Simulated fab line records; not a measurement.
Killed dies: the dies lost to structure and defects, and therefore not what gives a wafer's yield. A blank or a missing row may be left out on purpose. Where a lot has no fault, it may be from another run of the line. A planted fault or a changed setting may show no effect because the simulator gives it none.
8D (eight disciplines) problem report, filled in by code	flow n5Finfet	the parts of the form that need people (team, actions taken, sign-off) are left out

1. THE ISSUE
At N5_BEOL_M8_COAT_60, spinSpeedRpm averages 1440.4 rpm over 6 wafers from 2 lots, while fault-free wafers read 1499.8 rpm, standard deviation 0.89. Measured from the usual mean, that is -67 standard deviations.
The step: time 60 s, resist thk 35 nm.
First observed at day 14 03:34: wafer L583.2, on lithoTrack-04. The record holds 36 wafers of 12 lots with a number at this step. The rule behind "out" and "out of limits": a value lying over 4 standard deviations away from the usual mean. The other wafers with a number count as sound.

2. WHAT IT IS; WHAT IT IS NOT
question	is	is not
which readings at this step	spinSpeedRpm	exhaustPa
which lots	L583, L585	L569, L572, L573, L575, L576, L578, L579, L584, L588, L589
which wafers of those lots	all that have a number	-
read on which tools	lithoTrack-04	lithoTrack-01, lithoTrack-03
when	from day 14 03:34	up to then (21 sound wafers); but 9 sound wafers of L584, L588, L589 came after

3. THE SUSPECTS, EACH WITH WHAT RULES IT OUT
Counting: a tool at any process step up to the reading remains a suspect when it ran all the lots that are out and ran no sound lot after the first of those.
- rtpAnneal-02 at N5_BEOL_M7_ANNEAL_51 (time 90 s): ruled out as a lasting fault. The sound lots L584, L589 went through it after L583, its earliest lot that is out (day 14 01:10).
- lithoTrack-04 at N5_BEOL_M8_COAT_60 (time 60 s, resist thk 35 nm): kept. Every lot that is out went through it, starting with L583 (day 14 03:34), and after that it ran no sound lot; the last sound lot it ran before then is L579 (day 13 21:58). Its own readings are out on those wafers: spinSpeedRpm.
Remaining after the count: lithoTrack-04 at N5_BEOL_M8_COAT_60.

4. THE CAUSE (what the simulator had put in)
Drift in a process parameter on lithoTrack-04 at N5_BEOL_M8_COAT_60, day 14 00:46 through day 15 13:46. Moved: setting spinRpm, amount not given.
Counting left only this tool.

5. SEQUENCE OF EFFECTS, ordered by route
One row per reading whose mean, taken over the struck wafers that have a number, lies over 3 standard deviations from the usual. Only readings for which the record gives a usual standard deviation are gone through. hours: the time from each lot's start at the first step in this table that gives one to its start at this step, as a median over the lots. sigmas: the change in usual standard deviations.
hours	step	reading	usual	on struck wafers	change	sigmas
0	N5_BEOL_M8_COAT_60	spinSpeedRpm	1499.8 rpm	1440.4	-59.4	-67
Its process steps:
- N5_BEOL_M8_COAT_60: time 60 s, resist thk 35 nm.
Later steps that measure or inspect, where all struck wafers having a row at the step show a number for every such reading and not one has moved that far: N5_BEOL_M8_OVL_MEAS_12.

6. WHAT WOULD HAVE CAUGHT IT SOONER
In this record no reading fell out of limits until day 14 03:34, 3 hours after the fault had begun at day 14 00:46.
